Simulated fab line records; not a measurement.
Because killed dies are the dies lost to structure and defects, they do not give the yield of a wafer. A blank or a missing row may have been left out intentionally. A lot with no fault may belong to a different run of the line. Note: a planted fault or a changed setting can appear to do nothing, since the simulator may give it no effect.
Split-lot experiment + flow n5-finfet + 21 wafers read across 7 lots, on a route 1938 steps long

== THE SPLIT ==
At N5_FIN_SAQP_SPACER1_ALD_24 (deposits SiO2, target thk 20.3 nm, pulse time 1 s, purge time 2 s), the setting ald-cycles was moved away from the recipe's 218 on 3 of the 21 wafers read, by -7.8% to +6.4%. All remaining wafers had this setting at the recipe value.

== BETWEEN THE SPLIT AND THE READING: the file shows 1 step in between ==
- N5_FIN_SAQP_SPACER1_ETCHBACK_25: etches SiO2 in CHF3/O2, target depth 24.4 nm, time 12.2 s

== THE READING ==
FIN_SAQP.cd-nm (the simulator's own value, which no gauge read), in nm, at N5_FIN_SAQP_MANDREL1_REMOVE_56 (chemistry HBr/Cl2/O2, target a-Si, stops on SiNx, bt time 10 s). There is no usual value for it anywhere in the file. The 18 wafers here that ran the recipe average 20.3 nm, standard deviation 0.2 nm.

| wafer  | tool, chamber at the split | ald-cycles as run | against the recipe | FIN_SAQP.cd-nm, nm | against lot-mates on the recipe |
|--------|----------------------------|-------------------|--------------------|--------------------|---------------------------------|
| L077.1 | ald-sin-02, 0              | 201               | -7.8%              | 18.4               | -1.4                            |
| L077.2 | ald-sin-02, 2              | 218               | recipe             | 19.8               | -                               |
| L077.4 | ald-sin-02, 3              | 201               | -7.8%              | 18.6               | -1.2                            |
| L078.2 | ald-sin-03, 0,2,2          | 218               | recipe             | 20.4               | -                               |
| L078.6 | ald-sin-03, 0,2,2          | 218               | recipe             | 20.4               | -                               |
| L078.3 | ald-sin-03, 0,2,2          | 218               | recipe             | 20.6               | -                               |
| L079.2 | ald-sin-01, 2,1            | 218               | recipe             | 20.2               | -                               |
| L079.3 | ald-sin-01, 2,1            | 218               | recipe             | 20.2               | -                               |
| L079.4 | ald-sin-01, 0              | 218               | recipe             | 20.6               | -                               |
| L087.1 | ald-sin-03, 1,2,1          | 218               | recipe             | 20.2               | -                               |
| L087.2 | ald-sin-03, 1,2,1          | 218               | recipe             | 20.2               | -                               |
| L087.6 | ald-sin-03, 1,2,1          | 218               | recipe             | 20.4               | -                               |
| L090.1 | ald-sin-03, 0              | 232               | +6.4%              | 21.6               | +1.3                            |
| L090.5 | ald-sin-03, 2              | 218               | recipe             | 20.4               | -                               |
| L090.6 | ald-sin-03, 3              | 218               | recipe             | 20.2               | -                               |
| L092.1 | ald-sin-02, 1              | 218               | recipe             | 20.4               | -                               |
| L092.6 | ald-sin-02, 1              | 218               | recipe             | 20.4               | -                               |
| L092.5 | ald-sin-02, 3              | 218               | recipe             | 20.6               | -                               |
| L095.3 | ald-sin-01, 3,0            | 218               | recipe             | 20.2               | -                               |
| L095.5 | ald-sin-01, 1              | 218               | recipe             | 20.2               | -                               |
| L095.4 | ald-sin-01, 3,0            | 218               | recipe             | 20.6               | -                               |
Rows listing several chambers each stand for several wafers; the file does not say which wafer went through which chamber.

FIT RESULTS
A straight line over all 21 wafers: FIN_SAQP.cd-nm changes by +0.225 nm for each +1% of ald-cycles; r = +0.95; the points scatter about the line by 0.2 nm.
The same after taking each lot's own level away (the mean of its wafers on the recipe; 21 wafers): +0.177 nm for each +1%; r = +0.96; scatter 0.14 nm.
The reading moves by 1.4 nm for the largest change in ald-cycles, on that fit.
Across the lots, their own levels run from 19.80 to 20.47 nm, a range of 3.3 times the standard deviation given above.
So the lot-to-lot level changes the slope: the two fits differ.
Check: for one of the wafers moved furthest among these (-7.8%), held out of the fit, the line's prediction against its lot-mates is -1.34 nm. It came out at -1.4 nm against them.

== FURTHER SPLITS ON THESE WAFERS ==
Note: prior to the reading, these wafers also went through further splits. Each is held against what the fit with the lots' levels taken away leaves over:
| other split on the same wafers | wafers away from the commonest value | r with FIN_SAQP.cd-nm (lot level and that fit taken away) |
|--------------------------------|--------------------------------------|-----------------------------------------------------------|
| N5_FIN_SAQP_EXPOSE_13 dose-mj  | 4                                    | -0.22                                                     |

== THE WHOLE CHAIN: every reading that the file lists as answering this split, in the file's order ==
| step                           | what it does                                                      | reading                                                                                 | change (the file's fit)               | r (the file's) |
|--------------------------------|-------------------------------------------------------------------|-----------------------------------------------------------------------------------------|---------------------------------------|----------------|
| N5_FIN_SAQP_SPACER1_ALD_24     | deposits SiO2, target thk 20.3 nm, pulse time 1 s, purge time 2 s | SiO2_of_FIN_SAQP_SPACER1_ALD_24.thk-nm (the simulator's own value, which no gauge read) | +0.184 nm for each +1% of the setting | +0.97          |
| N5_FIN_SAQP_MANDREL1_REMOVE_56 | chemistry HBr/Cl2/O2, target a-Si, stops on SiNx, bt time 10 s    | FIN_SAQP.cd-nm (the simulator's own value, which no gauge read)                         | +0.181 nm for each +1% of the setting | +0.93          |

== THE FILE'S OWN FIT ==
FIN_SAQP.cd-nm changes by +0.181 nm for each +1% of ald-cycles, r = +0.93.
